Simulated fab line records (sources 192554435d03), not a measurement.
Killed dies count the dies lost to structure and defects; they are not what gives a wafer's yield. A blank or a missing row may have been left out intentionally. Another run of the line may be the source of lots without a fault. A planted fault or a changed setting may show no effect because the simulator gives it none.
Split-lot experiment || flow n5-finfet || 21 wafers read across 7 lots, on a route 1938 steps long

ABOUT THE SPLIT
At N5_MOL_CONTACT_COAG_COAT_78 (resist thk 40 nm), the setting spin-rpm was moved away from the recipe's 1500 rpm on 10 of the 21 wafers read, by -7.9% to +9.0%. The other wafers ran this setting at the recipe's value.

FROM THE SPLIT TO THE READING: what the file shows between them, 3 steps
- N5_MOL_CONTACT_COAG_EBR_80
- N5_MOL_CONTACT_COAG_SOFTBAKE_79: time 60 s
- N5_MOL_CONTACT_COAG_DESCUM_88: chemistry O2, time 7 s

THE READING
CAR-EUV_of_MOL_CONTACT_COAG_COAT_78.thk-nm (the simulator's own value, which no gauge read), in nm, at N5_MOL_CONTACT_COAG_ETCH_89 (etches underlayer in N2/H2, target depth 13 nm, time 10.4 s). No usual value for it is given in the file. Here, 11 wafers ran the recipe; their average is 24.7 nm with a standard deviation of 0.1 nm.

{"wafer": "L074.2", "tool, chamber at the split": "litho-track-01, 0", "spin-rpm as run, rpm": 1500, "against the recipe": "recipe", "CAR-EUV_of_MOL_CONTACT_COAG_COAT_78.thk-nm, nm": 24.6, "against lot-mates on the recipe": "-"}
{"wafer": "L074.4", "tool, chamber at the split": "litho-track-01, 0", "spin-rpm as run, rpm": 1500, "against the recipe": "recipe", "CAR-EUV_of_MOL_CONTACT_COAG_COAT_78.thk-nm, nm": 24.6, "against lot-mates on the recipe": "-"}
{"wafer": "L074.3", "tool, chamber at the split": "litho-track-01, 0", "spin-rpm as run, rpm": 1394, "against the recipe": "-7.1%", "CAR-EUV_of_MOL_CONTACT_COAG_COAT_78.thk-nm, nm": 26.2, "against lot-mates on the recipe": "+1.6"}
{"wafer": "L080.2", "tool, chamber at the split": "litho-track-03, 0", "spin-rpm as run, rpm": 1500, "against the recipe": "recipe", "CAR-EUV_of_MOL_CONTACT_COAG_COAT_78.thk-nm, nm": 24.6, "against lot-mates on the recipe": "-"}
{"wafer": "L080.3", "tool, chamber at the split": "litho-track-03, 0", "spin-rpm as run, rpm": 1500, "against the recipe": "recipe", "CAR-EUV_of_MOL_CONTACT_COAG_COAT_78.thk-nm, nm": 24.6, "against lot-mates on the recipe": "-"}
{"wafer": "L080.6", "tool, chamber at the split": "litho-track-03, 0", "spin-rpm as run, rpm": 1544, "against the recipe": "+2.9%", "CAR-EUV_of_MOL_CONTACT_COAG_COAT_78.thk-nm, nm": 24.2, "against lot-mates on the recipe": -0.4}
{"wafer": "L082.4", "tool, chamber at the split": "litho-track-04, 0", "spin-rpm as run, rpm": 1381, "against the recipe": "-7.9%", "CAR-EUV_of_MOL_CONTACT_COAG_COAT_78.thk-nm, nm": 26.4, "against lot-mates on the recipe": "no lot-mate on the recipe"}
{"wafer": "L082.5", "tool, chamber at the split": "litho-track-04, 0", "spin-rpm as run, rpm": 1381, "against the recipe": "-7.9%", "CAR-EUV_of_MOL_CONTACT_COAG_COAT_78.thk-nm, nm": 26.4, "against lot-mates on the recipe": "no lot-mate on the recipe"}
{"wafer": "L082.6", "tool, chamber at the split": "litho-track-04, 0", "spin-rpm as run, rpm": 1381, "against the recipe": "-7.9%", "CAR-EUV_of_MOL_CONTACT_COAG_COAT_78.thk-nm, nm": 26.4, "against lot-mates on the recipe": "no lot-mate on the recipe"}
{"wafer": "L086.1", "tool, chamber at the split": "litho-track-01, 0", "spin-rpm as run, rpm": 1500, "against the recipe": "recipe", "CAR-EUV_of_MOL_CONTACT_COAG_COAT_78.thk-nm, nm": 24.6, "against lot-mates on the recipe": "-"}
{"wafer": "L086.4", "tool, chamber at the split": "litho-track-01, 0", "spin-rpm as run, rpm": 1500, "against the recipe": "recipe", "CAR-EUV_of_MOL_CONTACT_COAG_COAT_78.thk-nm, nm": 24.6, "against lot-mates on the recipe": "-"}
{"wafer": "L086.5", "tool, chamber at the split": "litho-track-01, 0", "spin-rpm as run, rpm": 1500, "against the recipe": "recipe", "CAR-EUV_of_MOL_CONTACT_COAG_COAT_78.thk-nm, nm": 24.8, "against lot-mates on the recipe": "-"}
{"wafer": "L089.1", "tool, chamber at the split": "litho-track-01, 0", "spin-rpm as run, rpm": 1500, "against the recipe": "recipe", "CAR-EUV_of_MOL_CONTACT_COAG_COAT_78.thk-nm, nm": 24.8, "against lot-mates on the recipe": "-"}
{"wafer": "L089.4", "tool, chamber at the split": "litho-track-01, 0", "spin-rpm as run, rpm": 1500, "against the recipe": "recipe", "CAR-EUV_of_MOL_CONTACT_COAG_COAT_78.thk-nm, nm": 24.8, "against lot-mates on the recipe": "-"}
{"wafer": "L089.6", "tool, chamber at the split": "litho-track-01, 0", "spin-rpm as run, rpm": 1584, "against the recipe": "+5.6%", "CAR-EUV_of_MOL_CONTACT_COAG_COAT_78.thk-nm, nm": 23.8, "against lot-mates on the recipe": -1.0}
{"wafer": "L091.1", "tool, chamber at the split": "litho-track-04, 0", "spin-rpm as run, rpm": 1500, "against the recipe": "recipe", "CAR-EUV_of_MOL_CONTACT_COAG_COAT_78.thk-nm, nm": 24.8, "against lot-mates on the recipe": "-"}
{"wafer": "L091.4", "tool, chamber at the split": "litho-track-04, 0", "spin-rpm as run, rpm": 1635, "against the recipe": "+9.0%", "CAR-EUV_of_MOL_CONTACT_COAG_COAT_78.thk-nm, nm": 23, "against lot-mates on the recipe": -1.8}
{"wafer": "L091.6", "tool, chamber at the split": "litho-track-04, 0", "spin-rpm as run, rpm": 1635, "against the recipe": "+9.0%", "CAR-EUV_of_MOL_CONTACT_COAG_COAT_78.thk-nm, nm": 22.8, "against lot-mates on the recipe": -2.0}
{"wafer": "L093.3", "tool, chamber at the split": "litho-track-03, 0", "spin-rpm as run, rpm": 1500, "against the recipe": "recipe", "CAR-EUV_of_MOL_CONTACT_COAG_COAT_78.thk-nm, nm": 24.8, "against lot-mates on the recipe": "-"}
{"wafer": "L093.4", "tool, chamber at the split": "litho-track-03, 0", "spin-rpm as run, rpm": 1456, "against the recipe": "-2.9%", "CAR-EUV_of_MOL_CONTACT_COAG_COAT_78.thk-nm, nm": 25.6, "against lot-mates on the recipe": "+0.8"}
{"wafer": "L093.6", "tool, chamber at the split": "litho-track-03, 0", "spin-rpm as run, rpm": 1456, "against the recipe": "-2.9%", "CAR-EUV_of_MOL_CONTACT_COAG_COAT_78.thk-nm, nm": 25.8, "against lot-mates on the recipe": "+1.0"}

FIT RESULTS
A straight line over all 21 wafers: CAR-EUV_of_MOL_CONTACT_COAG_COAT_78.thk-nm changes by -0.208 nm for each +1% of spin-rpm; r = -0.99; the points scatter about the line by 0.16 nm.
The same after taking each lot's own level away (the mean of its wafers on the recipe; 18 wafers): -0.217 nm for each +1%; r = -0.99; scatter 0.12 nm.
That fit puts the effect of the largest move of spin-rpm on the reading at 2 nm.
The lots' own levels span 24.60 to 24.80 nm, that is 2.0 times the standard deviation above.
The two slopes agree, so the slope changes little with the lot-to-lot level.
Check: for one of the wafers moved furthest among these (+9.0%), held out of the fit, the line's prediction against its lot-mates is -1.93 nm. It came out at -1.8 nm against them.

FURTHER SPLITS ON THESE WAFERS
Before the reading, these wafers also passed through other splits. Each is held against what the fit with the lots' levels taken away leaves over:
{"other split on the same wafers": "N5_SD_ACTIVATION_LSA_01 temp-c", "wafers away from the commonest value": 6, "r with CAR-EUV_of_MOL_CONTACT_COAG_COAT_78.thk-nm (lot level and that fit taken away)": "+0.13"}
{"other split on the same wafers": "N5_MOL_CONTACT_COAG_SPUTTER_130 power-w", "wafers away from the commonest value": 7, "r with CAR-EUV_of_MOL_CONTACT_COAG_COAT_78.thk-nm (lot level and that fit taken away)": "+0.10"}
{"other split on the same wafers": "N5_MOL_CONTACT_COAG_COAT_76 spin-rpm", "wafers away from the commonest value": 7, "r with CAR-EUV_of_MOL_CONTACT_COAG_COAT_78.thk-nm (lot level and that fit taken away)": "+0.11"}

THE WHOLE CHAIN: every reading that the file lists as answering this split, in the file's order
{"step": "N5_MOL_CONTACT_COAG_COAT_78", "what it does": "resist thk 40 nm", "reading": "CAR-EUV_of_MOL_CONTACT_COAG_COAT_78.thk-nm (the simulator's own value, which no gauge read)", "change (the file's fit)": "-0.205 nm for each +1% of the setting", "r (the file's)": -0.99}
{"step": "N5_MOL_CONTACT_COAG_DESCUM_88", "what it does": "chemistry O2, time 7 s", "reading": "CAR-EUV_of_MOL_CONTACT_COAG_COAT_78.thk-nm (the simulator's own value, which no gauge read)", "change (the file's fit)": "-0.193 nm for each +1% of the setting", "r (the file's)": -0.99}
{"step": "N5_MOL_CONTACT_COAG_ETCH_89", "what it does": "etches underlayer in N2/H2, target depth 13 nm, time 10.4 s", "reading": "CAR-EUV_of_MOL_CONTACT_COAG_COAT_78.thk-nm (the simulator's own value, which no gauge read)", "change (the file's fit)": "-0.211 nm for each +1% of the setting", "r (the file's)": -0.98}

THE FILE'S OWN FIT
CAR-EUV_of_MOL_CONTACT_COAG_COAT_78.thk-nm changes by -0.211 nm for each +1% of spin-rpm, r = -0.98.
